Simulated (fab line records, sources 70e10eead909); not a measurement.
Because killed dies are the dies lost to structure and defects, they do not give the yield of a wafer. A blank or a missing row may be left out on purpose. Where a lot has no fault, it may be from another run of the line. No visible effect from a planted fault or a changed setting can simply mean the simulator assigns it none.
A lot that was struck, set against a sound lot | flow nandHarc | 31 out of 1302 route steps
Sound: these wafers, L766.1, L766.3, L766.4. Struck: wafers L786.1, L786.2, L786.5. At the end, the cause is stated.
For every step that has rows: the tool of each side, followed by ch and its chambers, followed by its first start. Under that, the readings that differ: sound wafers | struck wafers | difference of the means | sigmas: that difference in standard deviations of wafers without a fault.
alike: readings with means less than 2 such deviations apart, plus words and numbers identical on both sides. not compared: withheld readings, readings lacking a value on some wafer, bounds such as >300 that could conceal the same value, and numbers that have no deviation in the record and whose values overlap.
A row with sigmas, a row that says differs or no value, or rows on one side alone: a step with any of these is where the two part. When numbers do not overlap yet have no deviation, they are printed without sigmas and do not part them. Lack of a reading on every wafer of one side parts them only where that side has two or more wafers.

first, 9 steps without rows for these wafers: NHARC_A_ZERO_WELL_DEHYDRATE_02 (time 120 s); NHARC_A_ZERO_WELL_HMDS_03 (time 30 s); NHARC_A_ZERO_WELL_COAT_18 (time 65 s); NHARC_A_ZERO_WELL_COAT_04 (resist thk 600 nm); NHARC_A_ZERO_WELL_SOFTBAKE_05 (time 70 s); NHARC_A_ZERO_WELL_EBR_06; NHARC_A_ZERO_WELL_EXPOSE_07 (exposes mask A ZERO); NHARC_A_ZERO_WELL_PEB_08 (peb time 80 s); NHARC_A_ZERO_WELL_DEVELOP_09 (time 50 s).
NHARC_A_ZERO_WELL_CD_MEAS_10: the cd target is 2000 nm.
  sound on cdSem-02 ch 0, day 7 08:29; struck on cdSem-01 ch 0, day 15 10:34
  alike: cdNm
then, 1 step without rows for these wafers: NHARC_A_ZERO_WELL_HARDBAKE_11 (time 65 s).
NHARC_A_ZERO_WELL_DESCUM_12: chemistry O2, time 3 s.
  sound on rieDiel-04 ch 0,2,3, day 7 08:39; struck on rieDiel-04 ch 2,3, day 15 10:43
  alike: drypumpMotorCurrentA, oesProductAu, rfVppV, showerheadPlenumPTorr, throttleValvePct
  not compared: rfHoursCounterH
NHARC_A_ZERO_WELL_ETCH_19: etches the open film in N2/H2, target depth 80 nm, overetch 24 nm, time 87.88 s.
  sound on rieDiel-04 ch 0,1,2, day 7 08:44; struck on rieDiel-04 ch 0,2, day 15 10:48
  alike: drypumpMotorCurrentA, oesProductAu, rfVppV, showerheadPlenumPTorr, throttleValvePct
  not compared: rfHoursCounterH
NHARC_A_ZERO_WELL_ETCH_13: etches the open film in HBr/Cl2, target depth 120 nm, time 40.1 s.
  sound on rieSi-06 ch 0,1,2, day 7 08:51; struck on rieSi-01 ch 0,2, day 15 10:55
  alike: drypumpMotorCurrentA, oesProductAu, throttleValvePct
  not compared: rfHoursCounterH
then, 4 steps without rows for these wafers: NHARC_A_ZERO_WELL_STRIP_14 (strips in SPM, time 900 s); NHARC_A_ZERO_WELL_IMPLANT_15; NHARC_A_ZERO_WELL_PRECLEAN_22 (cleans in SC1, time 60 s); NHARC_A_ZERO_WELL_SRD_23.
NHARC_A_ZERO_WELL_RTA_16: time 10 s.
  sound on rtpAnneal-02 ch 0, day 7 09:53; struck on rtpAnneal-02 ch 0, day 15 11:49
  alike: lampPowerPct, lamp_zone_3_pct, lamp_zone_5_pct, wafer_temp_C_max
NHARC_A_ZERO_WELL_INSPECT_17:
  sound on defectInspect-02, day 7 10:05; struck on defectInspect-02, day 15 12:01
reading        | sound | struck      | difference | sigmas
rawDefectCount | 6 5 1 | 335 302 321 | +315       | +54
then, 3 steps without rows for these wafers: NHARC_A_SOURCE_PLATE_PRECLEAN_00 (cleans in HF-LAST, time 60 s); NHARC_A_SOURCE_PLATE_SRD_01; NHARC_A_SOURCE_PLATE_OXIDE_02 (material SiO2, target thk 10 nm, ox time 1362 s).
NHARC_A_SOURCE_PLATE_THK_MEAS_09: measures by ellipsometry.
  sound on filmMetro-02, day 7 16:53; struck on filmMetro-02, day 15 18:50
  alike: thkNm
then, 3 steps without rows for these wafers: NHARC_A_SOURCE_PLATE_PVD_04 (deposits WSi2, target thk 50 nm); NHARC_A_SOURCE_PLATE_CVD_03 (deposits poly-Si, target thk 200 nm, time 4000 s); NHARC_A_SOURCE_PLATE_ANNEAL_05 (time 1800 s).
NHARC_A_SOURCE_PLATE_THK_MEAS_06: measures by ellipsometry.
  sound on filmMetro-02, day 8 05:56; struck on filmMetro-02, day 16 07:49
  alike: thkNm
NHARC_A_SOURCE_PLATE_INSPECT_08:
  sound on defectInspect-02, day 8 06:01; struck on defectInspect-01, day 16 07:53
reading        | sound    | struck      | difference | sigmas
rawDefectCount | 86 32 69 | 371 319 337 | +280       | +13
following that, 1 step holds no rows for these wafers, namely NHARC_A_ONON_D1_DEP_00 (target thickness 1000 nm).
-- record jumps: 17 days between struck wafers' starts before vs after; left off in module A_ONON_D1, resumes in module END, first step shown is number 1302 of the route --
NHARC_END_SORT_01:
  sound on prober-02 ch 0, day 25 19:36; struck on prober-01 ch 0, day 33 14:13
reading       | sound    | struck      | difference | sigmas
killedAtArray | 41 55 57 | 101 98 103  | +50        | +3
killedDies    | 47 59 64 | 106 110 112 | +53        | +3
  alike: killedAtOther, killedAtPeriphery, killedOpen, killedShort

== WHERE THEY PART ==
At NHARC_A_ZERO_WELL_INSPECT_17 first; at NHARC_END_SORT_01 last (within this record only).

WHY: what the simulator had put in
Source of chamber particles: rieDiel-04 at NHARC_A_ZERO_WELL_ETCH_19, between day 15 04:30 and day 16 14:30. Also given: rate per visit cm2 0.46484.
